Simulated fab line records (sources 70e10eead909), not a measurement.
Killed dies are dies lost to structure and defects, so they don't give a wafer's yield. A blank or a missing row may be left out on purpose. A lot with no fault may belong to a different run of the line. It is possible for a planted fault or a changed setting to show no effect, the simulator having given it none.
Chamber matching / flow nand_harc / ald_metal-01 running NHARC_P_CONTACT_ALD_22: 4 sister chambers
The step deposits TiN, target thk 3 nm, pulse time 1 s, ald cycles 150. 22 wafers are shown with their chamber, then 11 later ones without.

WAFERS, EACH WITH ITS CHAMBER
wafer=L078.3; chamber=1; heater_power_w (W)=1127; precursor_pulse_height_rel=0.983
wafer=L078.5; chamber=3; heater_power_w (W)=1115; precursor_pulse_height_rel=1.004
wafer=L078.6; chamber=2; heater_power_w (W)=1219; precursor_pulse_height_rel=0.994
wafer=L081.4; chamber=2; heater_power_w (W)=1227; precursor_pulse_height_rel=1.015
wafer=L081.5; chamber=0; heater_power_w (W)=989; precursor_pulse_height_rel=1.012
wafer=L081.6; chamber=1; heater_power_w (W)=1138; precursor_pulse_height_rel=1.023
wafer=L083.1; chamber=2; heater_power_w (W)=1198; precursor_pulse_height_rel=0.968
wafer=L083.5; chamber=0; heater_power_w (W)=978; precursor_pulse_height_rel=0.991
wafer=L083.6; chamber=2; heater_power_w (W)=1233; precursor_pulse_height_rel=0.984
wafer=L083.2; chamber=0; heater_power_w (W)=962; precursor_pulse_height_rel=1.000
wafer=L083.3; chamber=1; heater_power_w (W)=1153; precursor_pulse_height_rel=1.003
wafer=L083.4; chamber=1; heater_power_w (W)=1145; precursor_pulse_height_rel=1.010
wafer=L087.2; chamber=2; heater_power_w (W)=1202; precursor_pulse_height_rel=0.982
wafer=L087.3; chamber=3; heater_power_w (W)=1135; precursor_pulse_height_rel=0.952
wafer=L087.5; chamber=2; heater_power_w (W)=1198; precursor_pulse_height_rel=1.012
wafer=L088.1; chamber=0; heater_power_w (W)=968; precursor_pulse_height_rel=1.014
wafer=L088.3; chamber=2; heater_power_w (W)=1224; precursor_pulse_height_rel=1.018
wafer=L088.6; chamber=2; heater_power_w (W)=1208; precursor_pulse_height_rel=1.019
wafer=L094.2; chamber=3; heater_power_w (W)=1135; precursor_pulse_height_rel=0.986
wafer=L094.4; chamber=0; heater_power_w (W)=970; precursor_pulse_height_rel=1.036
wafer=L094.6; chamber=1; heater_power_w (W)=1116; precursor_pulse_height_rel=1.011
wafer=L094.1; chamber=1; heater_power_w (W)=1142; precursor_pulse_height_rel=0.999

SIGNATURES (averages over the wafers above)
reading=heater_power_w; chamber 0=973.40; chamber 1=1136.83; chamber 2=1213.62; chamber 3=1128.33; scatter within a chamber=12.8
reading=precursor_pulse_height_rel; chamber 0=1.01060; chamber 1=1.00483; chamber 2=0.99900; chamber 3=0.98067; scatter within a chamber=0.0185
Rule: a wafer's distance from a chamber is the root of the sum, over the readings, of the square of ((its reading less the chamber's mean) divided by the reading's scatter). If the next closest chamber is less than 2 further off than the closest, the wafer can't be placed; otherwise it belongs to the closest. The scatter is the square root of a quotient: the sum, over the shown wafers, of each reading's squared deviation from its chamber's mean, divided by wafers minus chambers.

WAFERS WITH NO CHAMBER GIVEN
wafer=L094.3; heater_power_w (W)=1239; precursor_pulse_height_rel=1.012
wafer=L094.5; heater_power_w (W)=966; precursor_pulse_height_rel=0.961
wafer=L092.1; heater_power_w (W)=1131; precursor_pulse_height_rel=0.995
wafer=L092.2; heater_power_w (W)=966; precursor_pulse_height_rel=0.998
wafer=L092.6; heater_power_w (W)=1174; precursor_pulse_height_rel=0.976
wafer=L096.1; heater_power_w (W)=1190; precursor_pulse_height_rel=0.981
wafer=L096.3; heater_power_w (W)=1168; precursor_pulse_height_rel=0.977
wafer=L096.4; heater_power_w (W)=953; precursor_pulse_height_rel=1.010
wafer=L096.2; heater_power_w (W)=1125; precursor_pulse_height_rel=1.010
wafer=L096.5; heater_power_w (W)=961; precursor_pulse_height_rel=1.012
wafer=L096.6; heater_power_w (W)=1117; precursor_pulse_height_rel=1.019

THE CHAMBER EACH PASSED THROUGH
wafer=L094.3; from the rows above=2; in truth=2
wafer=L094.5; from the rows above=0; in truth=0
wafer=L092.1; from the rows above=can't be placed: 1 or 3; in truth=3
wafer=L092.2; from the rows above=0; in truth=0
wafer=L092.6; from the rows above=can't be placed: 1 or 2 or 3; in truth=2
wafer=L096.1; from the rows above=2; in truth=2
wafer=L096.3; from the rows above=can't be placed: 1 or 3 or 2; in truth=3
wafer=L096.4; from the rows above=0; in truth=0
wafer=L096.2; from the rows above=can't be placed: 1 or 3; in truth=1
wafer=L096.5; from the rows above=0; in truth=0
wafer=L096.6; from the rows above=can't be placed: 1 or 3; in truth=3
6 of 11 placed correctly. Cannot be placed on the basis of these rows: 5; the candidates contain the true chamber in 5. 0 placed wrongly.
